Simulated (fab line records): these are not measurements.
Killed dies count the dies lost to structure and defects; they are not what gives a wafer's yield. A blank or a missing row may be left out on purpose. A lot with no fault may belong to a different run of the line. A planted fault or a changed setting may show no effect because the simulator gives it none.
Matching of chambers    flow n5Finfet    4 sister chambers for N5_DUMMY_REMOVAL_HM_STRIP_01 on rieDiel-04
The step strips SiNx in CH3F/O2, stops on poly-Si, target depth 4 nm, time 6.8 s. 14 wafers are shown with their chamber, then 7 later ones without.

## WAFERS PAIRED WITH THEIR CHAMBERS
wafer   chamber  showerheadPlenumPTorr (Torr)  throttleValvePct (%)  oesProductAu (a.u.)
L077.1  2        1.98                          16.47                 0.58
L077.3  0        2.10                          16.46                 0.65
L077.6  0        2.10                          16.44                 0.64
L080.1  2        1.98                          16.47                 0.58
L080.3  3        1.90                          16.16                 0.58
L080.5  3        1.90                          16.17                 0.57
L083.4  3        1.90                          16.16                 0.57
L083.5  0        2.09                          16.47                 0.64
L083.6  1        2.06                          16.65                 0.55
L084.2  1        2.06                          16.65                 0.56
L084.4  3        1.90                          16.20                 0.57
L084.5  0        2.09                          16.48                 0.64
L085.2  1        2.06                          16.66                 0.56
L085.4  1        2.06                          16.66                 0.56

SIGNATURES (averages over the wafers above)
reading                chamber 0  chamber 1  chamber 2  chamber 3  scatter within a chamber
showerheadPlenumPTorr  2.0950     2.0600     1.9800     1.9000     0.00316
throttleValvePct       16.4625    16.6550    16.4700    16.1725    0.0143
oesProductAu           0.6425     0.5575     0.5800     0.5725     0.00474
Rule: distance of a wafer from a chamber = root of the sum over the readings of ((wafer's reading minus chamber's mean) / reading's scatter) squared. The wafer belongs to the nearest chamber; if the next one is less than 2 further off, it can't be placed. The scatter: the root of (the sum of the squares of (reading less its chamber's mean) over the shown wafers, divided by (wafers less chambers)).

## WAFERS WHOSE CHAMBER IS MISSING
wafer   showerheadPlenumPTorr (Torr)  throttleValvePct (%)  oesProductAu (a.u.)
L085.6  1.90                          16.19                 0.56
L086.1  2.09                          16.48                 0.63
L086.2  2.06                          16.65                 0.56
L086.3  1.90                          16.21                 0.56
L089.2  1.90                          16.20                 0.56
L089.3  1.98                          16.48                 0.58
L089.5  1.98                          16.48                 0.58

## THE CHAMBER EACH PASSED THROUGH
wafer   from the rows above  in truth
L085.6  3                    3
L086.1  0                    0
L086.2  1                    1
L086.3  3                    3
L089.2  3                    3
L089.3  2                    2
L089.5  2                    2
Correctly placed: 7 of 7. From these rows, 0 cannot be placed. Number placed wrongly: 0.
